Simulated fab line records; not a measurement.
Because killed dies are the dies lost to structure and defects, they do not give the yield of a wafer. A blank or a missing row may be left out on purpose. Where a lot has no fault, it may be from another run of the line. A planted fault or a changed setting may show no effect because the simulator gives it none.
Problem report, 8D (eight disciplines) form, completed by code    flow nandHarc    the parts of the form that need people (team, actions taken, sign-off) are left out

1. THE ISSUE
runLengthS at NHARC_A_SLIT_ETCH_29 reads a mean of 67.4 s on 3 wafers of 2 lots; wafers without a fault read 76.2 s with a standard deviation of 0.45. Measured from the usual mean, that is -20 standard deviations.
The step: etches the open film in CF4/O2, target depth 100 nm, overetch 10 nm, time 55 s.
The first sign was on wafer L267.6 at day 24 14:59, on rieDiel-03. Wafers with a number at this step in the record: 42, from 14 lots. Rule for "out", or "out of limits": more than 4 standard deviations from the usual mean. The other wafers with a number count as sound.

2. WHAT IT IS AND WHAT IT IS NOT
question                     is                      is not
which readings at this step  runLengthS              drypumpMotorCurrentA, oesProductAu, rfVppV, showerheadPlenumPTorr
which lots                   L267, L268              L256, L257, L258, L259, L261, L271, L272, L273, L274, L276, L277, L278
which wafers of those lots   L267.6, L268.4, L268.6  L267.2, L267.3, L268.1
read on which tools          rieDiel-03              rieDiel-02, rieDiel-05
when                         from day 24 14:59       up to then (17 sound wafers); but 22 sound wafers of L268, L271, L272, L273, L274, L276, L277, L278 came after

3. SUSPECTS, AND WHAT RULES EACH OUT
Counting: any tool at a process step up to the reading remains a suspect provided it ran every lot that is out. Sound lots after the first of them don't rule it out here, since some wafers of a struck lot are sound.
- rieDiel-03 at NHARC_A_SLIT_ETCH_29 (etches the open film in CF4/O2, target depth 100 nm, overetch 10 nm, time 55 s): kept. It processed each lot that is out (first: L267, day 24 14:59); up to then, its last sound lot is L258 (day 20 22:07). On those wafers its own readings are out: runLengthS.
Left after counting: rieDiel-03 at NHARC_A_SLIT_ETCH_29.

4. THE CAUSE (what the simulator had put in)
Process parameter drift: rieDiel-03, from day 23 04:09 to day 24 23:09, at NHARC_A_SLIT_ETCH_29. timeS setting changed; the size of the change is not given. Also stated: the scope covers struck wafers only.
After counting, this tool was the only one left.

5. THE CHAIN OF EFFECTS, in route order
Rows list readings where the struck wafers' mean (over those with a number) sits beyond 3 standard deviations from the usual. Only readings for which the record gives a usual standard deviation are gone through. hours: the time from each lot's start at the first step in this table that gives one to its start at this step, as a median over the lots. sigmas: the change in usual standard deviations.
hours  step                  reading     usual   on struck wafers  change  sigmas
0      NHARC_A_SLIT_ETCH_29  runLengthS  76.2 s  67.4              -8.8    -20
Process steps it contains:
- NHARC_A_SLIT_ETCH_29: etches the open film in CF4/O2, target depth 100 nm, overetch 10 nm, time 55 s.
Later measuring or inspecting steps at which every struck wafer that the step has a row for has a number for every such reading, and none has moved that far: NHARC_A_SLIT_CD_MEAS_21.

6. WHAT WOULD HAVE CAUGHT IT SOONER
35 hours passed between the start of the fault at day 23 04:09 and the first reading out of limits in this record, taken at day 24 14:59.
